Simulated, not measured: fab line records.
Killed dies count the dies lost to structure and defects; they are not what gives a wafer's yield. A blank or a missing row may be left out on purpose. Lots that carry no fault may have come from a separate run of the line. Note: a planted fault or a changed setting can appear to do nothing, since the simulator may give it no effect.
Split-lot study + flow n5Finfet + on a route of 1938 steps: 7 lots, 21 wafers read

== THE SPLIT ==
At N5_SD_EPI_N_PEB_07 (peb time 60 s), the setting pebTempC was moved away from the recipe's 110 C on 4 of the 21 wafers read, by -3.2% to +2.5%. The other wafers ran this setting at the recipe's value.

== SPLIT TO READING: what lies between them in the file, 1 step ==
- N5_SD_EPI_N_DEVELOP_08: develop time 30 s

== THE READING ==
cdNm, in nm, at N5_SD_EPI_N_CD_MEAS_09 (target cd 120 nm). Fault-free wafers of this fab line usually give 120.3 nm, standard deviation 0.63 nm.

| wafer  | tool, chamber at the split | pebTempC as run, C | against the recipe | cdNm, nm | against lot-mates on the recipe |
|--------|----------------------------|--------------------|--------------------|----------|---------------------------------|
| L074.1 | lithoTrack-05, 0           | 110                | recipe             | 121.1    | -                               |
| L074.3 | lithoTrack-05, 0           | 106.5              | -3.2%              | 110.3    | -10.5                           |
| L074.6 | lithoTrack-05, 0           | 110                | recipe             | 120.4    | -                               |
| L080.1 | lithoTrack-05, 0           | 112.8              | +2.5%              | 128.0    | +7.6                            |
| L080.2 | lithoTrack-05, 0           | 110                | recipe             | 120.4    | -                               |
| L080.6 | lithoTrack-05, 0           | 112.8              | +2.5%              | 126.4    | +6.0                            |
| L087.2 | lithoTrack-02, 0           | 110                | recipe             | 119.5    | -                               |
| L087.4 | lithoTrack-02, 0           | 108.8              | -1.1%              | 116.8    | -2.8                            |
| L087.5 | lithoTrack-02, 0           | 110                | recipe             | 119.7    | -                               |
| L088.2 | lithoTrack-05, 0           | 110                | recipe             | 120.2    | -                               |
| L088.5 | lithoTrack-05, 0           | 110                | recipe             | 119.0    | -                               |
| L088.6 | lithoTrack-05, 0           | 110                | recipe             | 120.6    | -                               |
| L090.1 | lithoTrack-05, 0           | 110                | recipe             | 120.1    | -                               |
| L090.3 | lithoTrack-05, 0           | 110                | recipe             | 120.5    | -                               |
| L090.6 | lithoTrack-05, 0           | 110                | recipe             | 120.5    | -                               |
| L093.1 | lithoTrack-05, 0           | 110                | recipe             | 120.5    | -                               |
| L093.4 | lithoTrack-05, 0           | 110                | recipe             | 121.1    | -                               |
| L093.6 | lithoTrack-05, 0           | 110                | recipe             | 120.3    | -                               |
| L095.3 | lithoTrack-02, 0           | 110                | recipe             | 120.2    | -                               |
| L095.4 | lithoTrack-02, 0           | 110                | recipe             | 120.6    | -                               |
| L095.6 | lithoTrack-02, 0           | 110                | recipe             | 119.5    | -                               |

FIT RESULTS
A straight line over all 21 wafers: cdNm changes by +2.92 nm for each +1% of pebTempC; r = +0.98; the points scatter about the line by 0.61 nm.
The same after taking each lot's own level away (the mean of its wafers on the recipe; 21 wafers): +2.93 nm for each +1%; r = +0.99; scatter 0.57 nm.
That fit puts the effect of the largest move of pebTempC on the reading at 9.3 nm.
The span of the lots' own levels, 119.60 to 120.75 nm, comes to 1.8 times the standard deviation stated above.
So the lot-to-lot level changes the slope little: the two slopes agree.
Check: with one of the wafers moved furthest among these (-3.2%) left out of the fit, the line predicts -8.46 nm for it against its lot-mates. Against them it came out at -10.5 nm.

== OTHER SPLITS APPLIED TO THESE WAFERS ==
Note: prior to the reading, these wafers also went through further splits. Each is held against what the fit with the lots' levels taken away leaves over:
| other split on the same wafers           | wafers away from the commonest value | r with cdNm (lot level and that fit taken away) |
|------------------------------------------|--------------------------------------|-------------------------------------------------|
| N5_PMOS_HMC_CHANNEL_EPI_COAT_03 spinRpm  | 4                                    | -0.09                                           |
| N5_PMOS_HMC_CHANNEL_EPI_EXPOSE_06 doseMj | 6                                    | +0.32                                           |
| N5_FIN_SAQP_EXPOSE_13 doseMj             | 7                                    | +0.11                                           |
| N5_FIN_SAQP_DEVELOP_15 developTimeS      | 2                                    | -0.11                                           |
| N5_SD_EPI_N_COAT_33 spinRpm              | 6                                    | -0.19                                           |

== THE WHOLE CHAIN: every reading that the file lists as answering this split, in the file's order ==
| step                   | what it does                                           | reading                                                        | change (the file's fit)              | r (the file's) |
|------------------------|--------------------------------------------------------|----------------------------------------------------------------|--------------------------------------|----------------|
| N5_SD_EPI_N_CD_MEAS_09 | target cd 120 nm                                       | cdNm                                                           | +3.01 nm for each +1% of the setting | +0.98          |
| N5_SD_EPI_N_DESCUM_14  | chemistry O2, time 7.9 s                               | SD_EPI_N.cdNm (the simulator's own value, which no gauge read) | +2.94 nm for each +1% of the setting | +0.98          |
| N5_SD_EPI_N_ETCH_34    | etches SiARC in CF4, target depth 45.5 nm, time 75.8 s | SD_EPI_N.cdNm (the simulator's own value, which no gauge read) | +2.96 nm for each +1% of the setting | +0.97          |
| N5_SD_EPI_N_ETCH_35    | etches SOC in N2/H2, overetch 108 nm, time 486 s       | SD_EPI_N.cdNm (the simulator's own value, which no gauge read) | +3.06 nm for each +1% of the setting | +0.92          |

== FILE'S OWN FIT ==
cdNm changes by +3.01 nm for each +1% of pebTempC, r = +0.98.
